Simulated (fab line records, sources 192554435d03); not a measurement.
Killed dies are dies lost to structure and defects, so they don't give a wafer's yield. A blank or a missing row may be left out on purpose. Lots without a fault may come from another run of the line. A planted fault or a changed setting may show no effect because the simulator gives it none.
fab line records | flow n5_finfet
record lots=7 wafers=21
route steps=1938 shown WELL_APT@24 PMOS_HMC_CHANNEL_EPI@63 FIN_SAQP@108 DUMMY_GATE@224 SD_EPI_N@267 SD_EPI_P@295
start_h: hours from the record's first day to the start of the lot's first wafer shown | wait_h: hours since the lot's step before | " the same as in the row above | L1.1+2: a row that stands for several wafers | - no value, or no start given | * or withheld: withheld | < > ~ a bound
route shown NAME@n: a module of which the file shows steps, and the number in the route of the first | usual: mean/standard deviation of fault-free wafers | same: alike in all rows | chamber/n: place in a boat | sites: the reading at each site | _std_site: their standard deviation | _edge_site: outer sites' mean less inner sites' | radius_mm: how far each site lies from the wafer's centre | mask NAME#n: copy n | behind: the tool/chamber that last shaped the wafer | hold: why the lot was held/for how many hours/how that ended | device: the transistor (n, p or np) that didn't switch | end of line: the same wafers' tests at the end of the route | a step without rows: its recipe alone | killed: dies lost to structure and defects at the first sort, not the wafer's yield | map: a wafer's dies, x killed, . not, _ none there
set.NAME: the setting as run; set.NAME@STEP: as run at that earlier step | model.NAME: the simulator's own value behind a step, which no gauge read
lots whose settings were changed on purpose; a table a step, a row a wafer
## steps
# step N5_WELL_APT_EXPOSE_05
# recipe mask_id=NWELL na=0.8 source_shape=conventional sigma_outer=0.8 polarization=unpolarized defocus_nm=0 target_cd_nm=200 dose_mj=20.3
# columns lot.wafer tool chamber start_h wait_h mask set.dose_mj
L078.4+5+6 krf_scanner-01 0 37.55 - NWELL#0 20.3
L082.1 krf_scanner-01 0 61.55 - NWELL#0 19.9
L082.3+4 " 0 " " NWELL#0 20.3
L083.1+5 krf_scanner-01 0 67.39 - NWELL#0 19.25
L083.4 " 0 " " NWELL#0 20.3
L086.2+5+6 krf_scanner-01 0 85.86 - NWELL#0 20.3
L091.4 krf_scanner-02 0 115.63 - NWELL#0 20.74
L091.5+6 " 0 " " NWELL#0 20.3
L095.2+6 krf_scanner-02 0 139.64 - NWELL#0 20.3
L095.3 " 0 " " NWELL#0 19.12
L097.1 krf_scanner-02 0 151.64 - NWELL#0 20.74
L097.2+6 " 0 " " NWELL#0 20.3
# step N5_WELL_APT_PEB_06
# recipe peb_temp_c=130 peb_time_s=90
# step N5_WELL_APT_DEVELOP_07
# recipe develop_time_s=45 rinse_liquid=surfactant_rinse dry=air_spin dev_temp_c=21
# step N5_WELL_APT_HARDBAKE_12
# recipe temp_c=130 time_s=120
# step N5_WELL_APT_CD_MEAS_08
# recipe target_cd_nm=200 landing_energy_ev=500 detector=se_inlens
# usual cd_nm=199.6/1.2
# columns lot.wafer tool chamber start_h wait_h set.dose_mj@WELL_APT_EXPOSE_05 cd_nm
L078.4 cd_sem-01 0 37.71 - 20.3 200.3
L078.5 " 0 " " 20.3 199.2
L078.6 " 0 " " 20.3 200.2
L082.1 cd_sem-02 0 61.72 - 19.9 198.5
L082.3 " 0 " " 20.3 201.4
L082.4 " 0 " " 20.3 201.5
L083.1 cd_sem-01 0 67.56 - 19.25 189.8
L083.4 " 0 " " 20.3 198.3
L083.5 " 0 " " 19.25 189.6
L086.2 cd_sem-01 0 86.03 - 20.3 198.7
L086.5 " 0 " " 20.3 197.7
L086.6 " 0 " " 20.3 199.6
L091.4 cd_sem-01 0 115.79 - 20.74 202.6
L091.5 " 0 " " 20.3 199.9
L091.6 " 0 " " 20.3 200.7
L095.2 cd_sem-02 0 139.81 - 20.3 198.7
L095.3 " 0 " " 19.12 189.2
L095.6 " 0 " " 20.3 199.7
L097.1 cd_sem-03 0 151.81 - 20.74 202.6
L097.2 " 0 " " 20.3 199.1
L097.6 " 0 " " 20.3 199.3
# step N5_WELL_APT_DESCUM_13
# recipe chemistry=O2 time_s=7.9 source_power_w=50 bias_power_w=20 pressure_mtorr=20 rf_frequency_hz=2.712e+07 temp_c=40 o2_flow_sccm=225
# columns lot.wafer tool chamber start_h wait_h set.dose_mj@WELL_APT_EXPOSE_05 model.WELL_APT.cd_nm
L078.4 rie_diel-02 1 38.57 0.8 20.3 200.6
L078.5 " 0 " " 20.3 199.1
L078.6 " 3 " " 20.3 200.2
L082.1 rie_diel-03 2 62.10 0.3 19.9 198.5
L082.3 " 3 " " 20.3 201.2
L082.4 " 0 " " 20.3 201.8
L083.1+5 rie_diel-05 2 67.65 0.0 19.25 189.5
L083.4 " 0 " " 20.3 198.2
L086.2 rie_diel-05 3 86.12 0.0 20.3 198.7
L086.5 " 2 " " 20.3 197.8
L086.6 " 1 " " 20.3 199.2
L091.4 rie_diel-03 3 116.02 0.2 20.74 202.8
L091.5 " 2 " " 20.3 200.2
L091.6 " 1 " " 20.3 200.6
L095.2 rie_diel-03 3 139.89 0.0 20.3 198.8
L095.3 " 1 " " 19.12 189.6
L095.6 " 2 " " 20.3 199.7
L097.1 rie_diel-05 0 151.97 0.1 20.74 202.7
L097.2 " 3 " " 20.3 199.1
L097.6 " 1 " " 20.3 199.2
# step N5_WELL_APT_COAT_19
# recipe spin_rpm=1357 resist_thk_nm=950
# columns lot.wafer tool chamber start_h wait_h set.spin_rpm model.coat_of_WELL_APT_COAT_19.thk_nm
L078.4 litho_track-03 0 - - 1427 925.9
L078.5 " 0 " " 1427 929.4
L078.6 " 0 " " 1357 953.7
L082.1 litho_track-02 0 - - 1357 942.3
L082.3 " 0 " " 1357 946.4
L082.4 " 0 " " 1357 945.1
L083.1 litho_track-03 0 - - 1357 952.9
L083.4 " 0 " " 1357 953.6
L083.5 " 0 " " 1357 952
L086.2 litho_track-02 0 - - 1357 950
L086.5 " 0 " " 1357 948
L086.6 " 0 " " 1357 947.5
L091.4 litho_track-03 0 - - 1357 954
L091.5 " 0 " " 1248 992.6
L091.6 " 0 " " 1248 994.1
L095.2 litho_track-03 0 - - 1357 949.3
L095.3 " 0 " " 1357 948.6
L095.6 " 0 " " 1434 923.4
L097.1 litho_track-03 0 - - 1357 947.8
L097.2 " 0 " " 1233 995.4
L097.6 " 0 " " 1233 996.1
# step N5_PMOS_HMC_CHANNEL_EPI_PEB_07
# recipe peb_temp_c=110 peb_time_s=60 resist=CAR-ArF-block
# columns lot.wafer tool chamber start_h wait_h set.peb_time_s
L078.4 litho_track-02 0 42.06 0.0 60
L078.5+6 " 0 " " 53.88
L082.1+3+4 litho_track-02 0 65.44 0.1 60
L083.1+4+5 litho_track-01 0 70.94 0.1 60
L086.2+5+6 litho_track-01 0 89.17 0.0 60
L091.4+6 litho_track-02 0 119.18 0.0 60
L091.5 " 0 " " 73.46
L095.2+3 litho_track-01 0 143.73 0.0 60
L095.6 " 0 " " 63.69
L097.1+6 litho_track-05 0 155.21 0.1 63.7
L097.2 " 0 " " 60
# step N5_PMOS_HMC_CHANNEL_EPI_DEVELOP_08
# recipe develop_time_s=30 developer=TMAH resist=CAR-ArF-block dev_temp_c=23 rinse_liquid=diw dry=air_spin
# step N5_PMOS_HMC_CHANNEL_EPI_CD_MEAS_09
# recipe target_cd_nm=237.4 landing_energy_ev=500 detector=se_inlens
# usual cd_nm=237.5/0.83
# columns lot.wafer tool chamber start_h wait_h set.peb_time_s@PMOS_HMC_CHANNEL_EPI_PEB_07 cd_nm
L078.4 cd_sem-01 0 42.13 - 60 237.3
L078.5 " 0 " " 53.88 233.4
L078.6 " 0 " " 53.88 232.9
L082.1 cd_sem-02 0 65.50 - 60 237.1
L082.3 " 0 " " 60 237.4
L082.4 " 0 " " 60 236.1
L083.1 cd_sem-01 0 71.00 - 60 237.9
L083.4 " 0 " " 60 238.3
L083.5 " 0 " " 60 237.5
L086.2 cd_sem-03 0 89.24 - 60 237.7
L086.5 " 0 " " 60 238.6
L086.6 " 0 " " 60 238.2
L091.4 cd_sem-03 0 119.25 - 60 238.8
L091.5 " 0 " " 73.46 245.8
L091.6 " 0 " " 60 237.3
L095.2 cd_sem-03 0 143.80 - 60 236.9
L095.3 " 0 " " 60 236.8
L095.6 " 0 " " 63.69 238.8
L097.1 cd_sem-01 0 155.28 - 63.7 240.1
L097.2 " 0 " " 60 237.7
L097.6 " 0 " " 63.7 240.1
# step N5_PMOS_HMC_CHANNEL_EPI_DESCUM_14
# recipe chemistry=O2 time_s=7.9 source_power_w=50 bias_power_w=20 pressure_mtorr=20 rf_frequency_hz=2.712e+07 temp_c=40 resist=CAR-ArF-block o2_flow_sccm=225
# columns lot.wafer tool chamber start_h wait_h set.peb_time_s@PMOS_HMC_CHANNEL_EPI_PEB_07 model.PMOS_HMC_CHANNEL_EPI.cd_nm
L078.4 rie_diel-01 1 42.21 0.0 60 237.3
L078.5 " 3 " " 53.88 233.4
L078.6 " 0 " " 53.88 232.9
L082.1 rie_diel-04 0 65.63 0.1 60 236.5
L082.3 " 1 " " 60 237
L082.4 " 3 " " 60 236.3
L083.1 rie_diel-06 0 71.09 0.0 60 237.9
L083.4 " 2 " " 60 238.2
L083.5 " 0 " " 60 237.6
L086.2 rie_diel-04 3 89.33 0.0 60 237.8
L086.5 " 0 " " 60 238.1
L086.6 " 3 " " 60 237.9
L091.4 rie_diel-04 2 119.35 0.0 60 239
L091.5 " 1 " " 73.46 245.8
L091.6 " 3 " " 60 237.6
L095.2+3 rie_diel-01 1,3 143.89 0.0 60 236.8
L095.6 " 2 " " 63.69 238.6
L097.1 rie_diel-04 3 155.65 0.3 63.7 240.2
L097.2 " 1 " " 60 237.5
L097.6 " 0 " " 63.7 240.4
# step N5_PMOS_HMC_CHANNEL_EPI_ETCH_32
# recipe chemistry=N2/H2 target=BARC stop_on=SiO2 target_depth_a=858 over_etch_frac=0.3 time_s=50.3 ion_energy_ev=200 mask_material=CAR-ArF-block pressure_mtorr=30 source_w=840 bias_w=150 n2_flow_sccm=200 h2_flow_sccm=200
# columns lot.wafer tool chamber start_h wait_h set.peb_time_s@PMOS_HMC_CHANNEL_EPI_PEB_07 model.PMOS_HMC_CHANNEL_EPI.cd_nm
L078.4 rie_diel-01 1 42.25 0.0 60 240
L078.5 " 3 " " 53.88 235.2
L078.6 " 0 " " 53.88 235.3
L082.1 rie_diel-04 0 65.67 0.0 60 239.7
L082.3 " 1 " " 60 239.5
L082.4 " 3 " " 60 238.8
L083.1 rie_diel-06 0 71.13 0.0 60 240.4
L083.4 " 2 " " 60 240.1
L083.5 " 0 " " 60 239.9
L086.2 rie_diel-04 3 89.36 0.0 60 240.5
L086.5 " 0 " " 60 240.7
L086.6 " 3 " " 60 240.4
L091.4 rie_diel-04 2 119.39 0.0 60 241.6
L091.5 " 1 " " 73.46 249
L091.6 " 3 " " 60 240.7
L095.2 rie_diel-01 1 143.92 0.0 60 239.7
L095.3 " 3 " " 60 239.4
L095.6 " 2 " " 63.69 241.3
L097.1 rie_diel-04 3 155.68 0.0 63.7 243
L097.2 " 1 " " 60 240.2
L097.6 " 0 " " 63.7 242.9
# step N5_FIN_SAQP_EXPOSE_13
# recipe mask_id=FIN_CORE na=1.35 source_shape=dipole sigma_inner=0.538 sigma_outer=0.738 polarization=te target_cd_nm=35.6 dose_mj=63.25
# columns lot.wafer tool chamber start_h wait_h mask set.dose_mj
L078.4+5 arfi_scanner-02 0 46.36 - FIN_CORE#0 66.91
L078.6 " 0 " " FIN_CORE#0 63.25
L082.1+4 arfi_scanner-01 0 69.48 - FIN_CORE#0 63.25
L082.3 " 0 " " FIN_CORE#0 64.81
L083.1 arfi_scanner-01 0 75.03 - FIN_CORE#0 60.11
L083.4+5 " 0 " " FIN_CORE#0 63.25
L086.2+5+6 arfi_scanner-02 0 93.33 - FIN_CORE#0 63.25
L091.4+5 arfi_scanner-01 0 123.89 - FIN_CORE#0 65.43
L091.6 " 0 " " FIN_CORE#0 63.25
L095.2+3 arfi_scanner-03 0 147.96 - FIN_CORE#0 63.25
L095.6 " 0 " " FIN_CORE#0 67.36
L097.1+6 arfi_scanner-01 0 159.52 - FIN_CORE#0 65.68
L097.2 " 0 " " FIN_CORE#0 63.25
# step N5_FIN_SAQP_PEB_14
# recipe peb_temp_c=withheld peb_time_s=60 resist=CAR-ArF
# step N5_FIN_SAQP_DEVELOP_15
# recipe develop_time_s=30 developer=TMAH resist=CAR-ArF dev_temp_c=23 rinse_liquid=diw dry=air_spin
# step N5_FIN_SAQP_CD_MEAS_16
# recipe target_cd_nm=35.6 landing_energy_ev=500 detector=se_inlens
# usual cd_nm=35.6/0.31
# columns lot.wafer tool chamber start_h wait_h set.dose_mj@FIN_SAQP_EXPOSE_13 cd_nm
L078.4 cd_sem-03 0 46.48 - 66.91 34.2
L078.5 " 0 " " 66.91 34.3
L078.6 " 0 " " 63.25 35.9
L082.1 cd_sem-03 0 69.61 - 63.25 35.2
L082.3 " 0 " " 64.81 34.9
L082.4 " 0 " " 63.25 35.3
L083.1 cd_sem-03 0 75.16 - 60.11 37.2
L083.4 " 0 " " 63.25 35.6
L083.5 " 0 " " 63.25 35.7
L086.2 cd_sem-03 0 93.45 - 63.25 35.3
L086.5 " 0 " " 63.25 35.1
L086.6 " 0 " " 63.25 35.3
L091.4 cd_sem-01 0 124.01 - 65.43 34.7
L091.5 " 0 " " 65.43 34.4
L091.6 " 0 " " 63.25 35.6
L095.2 cd_sem-01 0 148.09 - 63.25 36.1
L095.3 " 0 " " 63.25 35.7
L095.6 " 0 " " 67.36 33.8
L097.1 cd_sem-01 0 159.65 - 65.68 34.9
L097.2 " 0 " " 63.25 35.7
L097.6 " 0 " " 65.68 34.7
# step N5_DUMMY_GATE_COAT_28
# recipe resist=underlayer temp_c=205 time_s=60 spin_rpm=1500 resist_thk_nm=10
# columns lot.wafer tool chamber start_h wait_h set.spin_rpm model.underlayer_of_DUMMY_GATE_COAT_28.thk_nm
L078.4 litho_track-03 0 - - 1360 10.6
L078.5+6 " 0 " " 1500 10
L082.1+3+4 litho_track-01 0 - - 1500 10
L083.1+5 litho_track-05 0 - - 1500 10
L083.4 " 0 " " 1561 9.8
L086.2+5+6 litho_track-01 0 - - 1500 10
L091.4+6 litho_track-03 0 - - 1631 9.6
L091.5 " 0 " " 1500 10
L095.2+3+6 litho_track-01 0 - - 1336 10.6
L097.1+2 litho_track-01 0 - - 1500 10
L097.6 " 0 " " 1355 10.6
# step N5_SD_EPI_N_EXPOSE_06
# recipe mask_id=SD_N_BLK na=1.35 source_shape=conventional sigma_outer=0.8 polarization=unpolarized target_cd_nm=120 dose_mj=39.75
# columns lot.wafer tool chamber start_h wait_h mask set.dose_mj
L078.4+6 arfi_scanner-03 0 74.16 - SD_N_BLK#0 39.75
L078.5 " 0 " " SD_N_BLK#0 37.86
L082.1+4 arfi_scanner-03 0 96.59 - SD_N_BLK#0 42.58
L082.3 " 0 " " SD_N_BLK#0 39.75
L083.1+5 arfi_scanner-03 0 102.55 - SD_N_BLK#0 39.75
L083.4 " 0 " " SD_N_BLK#0 41.06
L086.2+5+6 arfi_scanner-02 0 125.33 - SD_N_BLK#0 39.75
L091.4+6 arfi_scanner-03 0 153.31 - SD_N_BLK#0 41.94
L091.5 " 0 " " SD_N_BLK#0 39.75
L095.2+6 arfi_scanner-03 0 173.83 - SD_N_BLK#0 40.83
L095.3 " 0 " " SD_N_BLK#0 39.75
L097.1 arfi_scanner-01 0 186.97 - SD_N_BLK#0 37.6
L097.2+6 " 0 " " SD_N_BLK#0 39.75
# step N5_SD_EPI_N_DEVELOP_08
# recipe develop_time_s=30 developer=TMAH resist=CAR-ArF-block dev_temp_c=23 rinse_liquid=diw dry=air_spin
# columns lot.wafer tool chamber start_h wait_h set.develop_time_s
L078.4+5 litho_track-04 0 - - 30
L078.6 " 0 " " 34.78
L082.1+4 litho_track-04 0 - - 24.55
L082.3 " 0 " " 30
L083.1+4+5 litho_track-03 0 - - 30
L086.2+5+6 litho_track-04 0 - - 30
L091.4+5+6 litho_track-04 0 - - 30
L095.2+3+6 litho_track-02 0 - - 30
L097.1+2+6 litho_track-02 0 - - 35.25
# step N5_SD_EPI_N_CD_MEAS_09
# recipe target_cd_nm=120 landing_energy_ev=500 detector=se_inlens
# usual cd_nm=119.9/0.55
# columns lot.wafer tool chamber start_h wait_h set.dose_mj@SD_EPI_N_EXPOSE_06 cd_nm
L078.4 cd_sem-02 0 74.27 - 39.75 120.7
L078.5 " 0 " " 37.86 117.0
L078.6 " 0 " " 39.75 120.9
L082.1 cd_sem-01 0 96.71 - 42.58 123.7
L082.3 " 0 " " 39.75 120.5
L082.4 " 0 " " 42.58 124.2
L083.1 cd_sem-02 0 102.67 - 39.75 120.1
L083.4 " 0 " " 41.06 121.8
L083.5 " 0 " " 39.75 120.5
L086.2 cd_sem-02 0 125.45 - 39.75 119.6
L086.5 " 0 " " 39.75 119.8
L086.6 " 0 " " 39.75 119.0
L091.4 cd_sem-01 0 153.42 - 41.94 123.0
L091.5 " 0 " " 39.75 119.8
L091.6 " 0 " " 41.94 123.5
L095.2 cd_sem-02 0 173.95 - 40.83 121.4
L095.3 " 0 " " 39.75 119.8
L095.6 " 0 " " 40.83 121.9
L097.1 cd_sem-02 0 187.09 - 37.6 116.7
L097.2 " 0 " " 39.75 120.1
L097.6 " 0 " " 39.75 120.7
# step N5_SD_EPI_N_DESCUM_14
# recipe chemistry=O2 time_s=7.9 source_power_w=50 bias_power_w=20 pressure_mtorr=20 rf_frequency_hz=2.712e+07 temp_c=40 resist=CAR-ArF-block o2_flow_sccm=225
# columns lot.wafer tool chamber start_h wait_h set.dose_mj@SD_EPI_N_EXPOSE_06 model.SD_EPI_N.cd_nm
L078.4 rie_diel-03 3 74.36 0.0 39.75 120.6
L078.5 " 1 " " 37.86 116.8
L078.6 " 2 " " 39.75 121.2
L082.1 rie_diel-02 2 96.85 0.1 42.58 123.4
L082.3 " 1 " " 39.75 120.4
L082.4 " 0 " " 42.58 124
L083.1 rie_diel-03 3 102.76 0.0 39.75 120.4
L083.4 " 1 " " 41.06 122.2
L083.5 " 0 " " 39.75 120.2
L086.2 rie_diel-02 2 125.69 0.2 39.75 119.4
L086.5 " 3 " " 39.75 119.8
L086.6 " 0 " " 39.75 118.8
L091.4 rie_diel-03 2 153.52 0.0 41.94 123.2
L091.5 " 1 " " 39.75 119.8
L091.6 " 3 " " 41.94 123.6
L095.2 rie_diel-02 3 174.03 0.0 40.83 121.4
L095.3 " 1 " " 39.75 119.6
L095.6 " 3 " " 40.83 122
L097.1 rie_diel-05 0 187.19 0.0 37.6 116.6
L097.2 " 1 " " 39.75 120
L097.6 " 2 " " 39.75 120.6
# step N5_SD_EPI_N_ETCH_34
# recipe chemistry=CF4 target=SiARC target_depth_a=455 mask_material=CAR-ArF-block time_s=75.8 ion_energy_ev=80 pressure_mtorr=40 source_w=545 bias_w=36 Ar_flow_sccm=100 cf4_flow_sccm=100 ends=cleared
# columns lot.wafer tool chamber start_h wait_h set.dose_mj@SD_EPI_N_EXPOSE_06 model.SD_EPI_N.cd_nm
L078.4 rie_diel-03 3 74.39 0.0 39.75 120.8
L078.5 " 1 " " 37.86 116.8
L078.6 " 2 " " 39.75 121.2
L082.1 rie_diel-02 2 96.88 0.0 42.58 123.4
L082.3 " 1 " " 39.75 120.6
L082.4 " 0 " " 42.58 124
L083.1 rie_diel-03 3 102.79 0.0 39.75 120.4
L083.4 " 1 " " 41.06 121.8
L083.5 " 0 " " 39.75 120.2
L086.2 rie_diel-02 2 125.72 0.0 39.75 119.6
L086.5 " 3 " " 39.75 119.8
L086.6 " 0 " " 39.75 118.6
L091.4 rie_diel-03 2 153.57 0.0 41.94 123.2
L091.5 " 1 " " 39.75 120.2
L091.6 " 3 " " 41.94 124
L095.2 rie_diel-02 3 174.07 0.0 40.83 121.4
L095.3 " 1 " " 39.75 119.6
L095.6 " 3 " " 40.83 122
L097.1 rie_diel-05 0 187.23 0.0 37.6 116.6
L097.2 " 1 " " 39.75 120.2
L097.6 " 2 " " 39.75 120.6
# step N5_SD_EPI_N_ETCH_35
# recipe chemistry=N2/H2 target=SOC overetch_a=1080 mask_material=SiARC temp_c=40 ion_energy_ev=100 source_w=3000 bias_w=133 pressure_mtorr=20 time_s=486 n2_flow_sccm=200 h2_flow_sccm=200
# step N5_SD_EPI_N_STRIP_36
# recipe chemistry=N2/H2 temp_c=40 n2_flow_sccm=200 h2_flow_sccm=200 rf_frequency_hz=6e+07
# step N5_SD_EPI_N_ETCHBACK_44
# recipe chemistry=CH3F/O2 mode=anisotropic_etchback target=SiNx target_depth_a=145 stop_on=SiO2 over_etch_frac=0.3 ion_energy_ev=120 pressure_mtorr=30 source_w=395 bias_w=73 Ar_flow_sccm=150 CH3F_flow_sccm=30 O2_flow_sccm=20
# columns lot.wafer tool chamber start_h wait_h set.dose_mj@SD_EPI_N_EXPOSE_06 model.SD_EPI_N.cd_nm
L078.4 rie_diel-03 3 74.77 0.0 39.75 120.8
L078.5 " 1 " " 37.86 117.2
L078.6 " 2 " " 39.75 119.8
L082.1 rie_diel-02 2 97.26 0.0 42.58 124.6
L082.3 " 1 " " 39.75 120.8
L082.4 " 0 " " 42.58 123.6
L083.1 rie_diel-03 3 103.17 0.0 39.75 121
L083.4 " 1 " " 41.06 121.8
L083.5 " 0 " " 39.75 120
L086.2 rie_diel-02 2 126.10 0.0 39.75 118.8
L086.5 " 3 " " 39.75 120
L086.6 " 0 " " 39.75 117.8
L091.4 rie_diel-03 2 153.97 0.1 41.94 125
L091.5 " 1 " " 39.75 121.8
L091.6 " 3 " " 41.94 125.6
L095.2 rie_diel-02 3 174.45 0.0 40.83 122.6
L095.3 " 1 " " 39.75 118.8
L095.6 " 3 " " 40.83 122.8
L097.1 rie_diel-05 0 187.61 0.0 37.6 116.8
L097.2 " 1 " " 39.75 119.6
L097.6 " 2 " " 39.75 120.6
# step N5_SD_EPI_P_COAT_34
# recipe resist=SOC temp_c=250 time_s=60 spin_rpm=1500 resist_thk_nm=350
# columns lot.wafer tool chamber start_h wait_h set.spin_rpm model.SOC_of_SD_EPI_P_COAT_34.thk_nm
L078.4 litho_track-01 0 79.08 0.0 1500 350.4
L078.5 " 0 " " 1500 349.6
L078.6 " 0 " " 1500 351
L082.1 litho_track-01 0 101.20 0.0 1500 350.2
L082.3 " 0 " " 1500 350
L082.4 " 0 " " 1594 339.2
L083.1 litho_track-02 0 106.81 0.0 1500 350.6
L083.4 " 0 " " 1398 364
L083.5 " 0 " " 1398 363.8
L086.2 litho_track-01 0 129.68 0.0 1500 351.2
L086.5 " 0 " " 1500 349.4
L086.6 " 0 " " 1500 350.2
L091.4 litho_track-01 0 158.36 0.0 1500 349.4
L091.5 " 0 " " 1570 342.6
L091.6 " 0 " " 1570 342.8
L095.2 litho_track-05 0 179.38 0.0 1500 349.8
L095.3 " 0 " " 1500 351
L095.6 " 0 " " 1597 340.6
L097.1 litho_track-02 0 191.82 0.0 1500 350.8
L097.2 " 0 " " 1630 337
L097.6 " 0 " " 1500 350
## key
split step=N5_WELL_APT_EXPOSE_05 setting=dose_mj stated=20.3 by=wafer
response step=N5_WELL_APT_CD_MEAS_08 reading=cd_nm change=+1.63 per=1% r=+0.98
response step=N5_WELL_APT_DESCUM_13 reading=model.WELL_APT.cd_nm change=+1.63 per=1% r=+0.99
split step=N5_WELL_APT_COAT_19 setting=spin_rpm stated=1357 by=wafer
response step=N5_WELL_APT_COAT_19 reading=model.coat_of_WELL_APT_COAT_19.thk_nm change=-5 per=1% r=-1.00
split step=N5_PMOS_HMC_CHANNEL_EPI_PEB_07 setting=peb_time_s stated=60 by=wafer
response step=N5_PMOS_HMC_CHANNEL_EPI_CD_MEAS_09 reading=cd_nm change=+0.355 per=1% r=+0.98
response step=N5_PMOS_HMC_CHANNEL_EPI_DESCUM_14 reading=model.PMOS_HMC_CHANNEL_EPI.cd_nm change=+0.351 per=1% r=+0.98
response step=N5_PMOS_HMC_CHANNEL_EPI_ETCH_32 reading=model.PMOS_HMC_CHANNEL_EPI.cd_nm change=+0.369 per=1% r=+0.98
split step=N5_FIN_SAQP_EXPOSE_13 setting=dose_mj stated=63.25 by=wafer
response step=N5_FIN_SAQP_CD_MEAS_16 reading=cd_nm change=-0.29 per=1% r=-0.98
split step=N5_DUMMY_GATE_COAT_28 setting=spin_rpm stated=1500 by=wafer
response step=N5_DUMMY_GATE_COAT_28 reading=model.underlayer_of_DUMMY_GATE_COAT_28.thk_nm change=-0.0575 per=1% r=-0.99
split step=N5_SD_EPI_N_EXPOSE_06 setting=dose_mj stated=39.75 by=wafer
response step=N5_SD_EPI_N_CD_MEAS_09 reading=cd_nm change=+0.608 per=1% r=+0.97
response step=N5_SD_EPI_N_DESCUM_14 reading=model.SD_EPI_N.cd_nm change=+0.627 per=1% r=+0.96
response step=N5_SD_EPI_N_ETCH_34 reading=model.SD_EPI_N.cd_nm change=+0.609 per=1% r=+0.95
response step=N5_SD_EPI_N_ETCHBACK_44 reading=model.SD_EPI_N.cd_nm change=+0.597 per=1% r=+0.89
split step=N5_SD_EPI_N_DEVELOP_08 setting=develop_time_s stated=30 by=wafer
response none clear
split step=N5_SD_EPI_P_COAT_34 setting=spin_rpm stated=1500 by=wafer
response step=N5_SD_EPI_P_COAT_34 reading=model.SOC_of_SD_EPI_P_COAT_34.thk_nm change=-1.65 per=1% r=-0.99
